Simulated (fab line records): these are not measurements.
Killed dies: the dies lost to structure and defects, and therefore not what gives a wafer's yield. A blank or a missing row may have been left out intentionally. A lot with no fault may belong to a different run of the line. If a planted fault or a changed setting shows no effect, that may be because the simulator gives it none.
Chamber matching    flow n5Finfet    rieDiel-02 running N5_BEOL_M6_ETCH_62: 4 sister chambers
The step etches SOC in N2/H2, target depth 110 nm, overetch 22 nm, time 165 s. 16 wafers are shown with their chamber, then 8 later ones without.

== WAFERS WITH THEIR CHAMBER ==
wafer   chamber  showerheadPlenumPTorr (Torr)  throttleValvePct (%)  drypumpMotorCurrentA (A)
L077.1  3        2.65                          18.40                 5.1
L077.4  1        2.55                          17.84                 5.2
L077.6  0        2.43                          17.75                 6.1
L076.1  3        2.65                          18.42                 5.1
L076.4  0        2.43                          17.77                 6.1
L076.6  2        2.40                          18.27                 5.3
L075.2  1        2.55                          17.84                 5.3
L075.4  2        2.40                          18.27                 5.3
L075.6  3        2.65                          18.42                 5.1
L078.2  3        2.65                          18.42                 5.1
L078.4  0        2.43                          17.77                 6.1
L078.6  2        2.40                          18.28                 5.3
L079.2  1        2.54                          17.87                 5.2
L079.3  0        2.43                          17.77                 6.2
L079.5  0        2.43                          17.79                 6.2
L085.2  0        2.42                          17.81                 6.1

SIGNATURES, as means of the wafers listed above
reading                chamber 0  chamber 1  chamber 2  chamber 3  scatter within a chamber
showerheadPlenumPTorr  2.4283     2.5467     2.4000     2.6500     0.00354
throttleValvePct       17.7767    17.8500    18.2733    18.4150    0.0161
drypumpMotorCurrentA   6.133      5.233      5.300      5.100      0.0408
Rule: distance of a wafer from a chamber = root of the sum over the readings of ((wafer's reading minus chamber's mean) / reading's scatter) squared. If the next closest chamber is less than 2 further off than the closest, the wafer can't be placed; otherwise it belongs to the closest. The scatter: take each reading less its chamber's mean, square it, sum over the shown wafers, divide by the number of wafers less the number of chambers, and take the root.

== WAFERS WITH NO CHAMBER GIVEN ==
wafer   showerheadPlenumPTorr (Torr)  throttleValvePct (%)  drypumpMotorCurrentA (A)
L085.5  2.42                          17.80                 6.1
L085.6  2.64                          18.44                 5.1
L095.2  2.53                          17.91                 5.2
L095.5  2.41                          17.84                 6.1
L095.6  2.63                          18.49                 5.1
L096.1  2.53                          17.91                 5.3
L096.2  2.41                          17.84                 6.1
L096.5  2.53                          17.93                 5.3

== EACH ONE'S CHAMBER ==
wafer   from the rows above  in truth
L085.5  0                    0
L085.6  3                    3
L095.2  1                    1
L095.5  0                    0
L095.6  3                    3
L096.1  1                    1
L096.2  0                    0
L096.5  1                    1
Correctly placed: 8 of 8. Number that these rows cannot place: 0. Placed wrongly: 0.
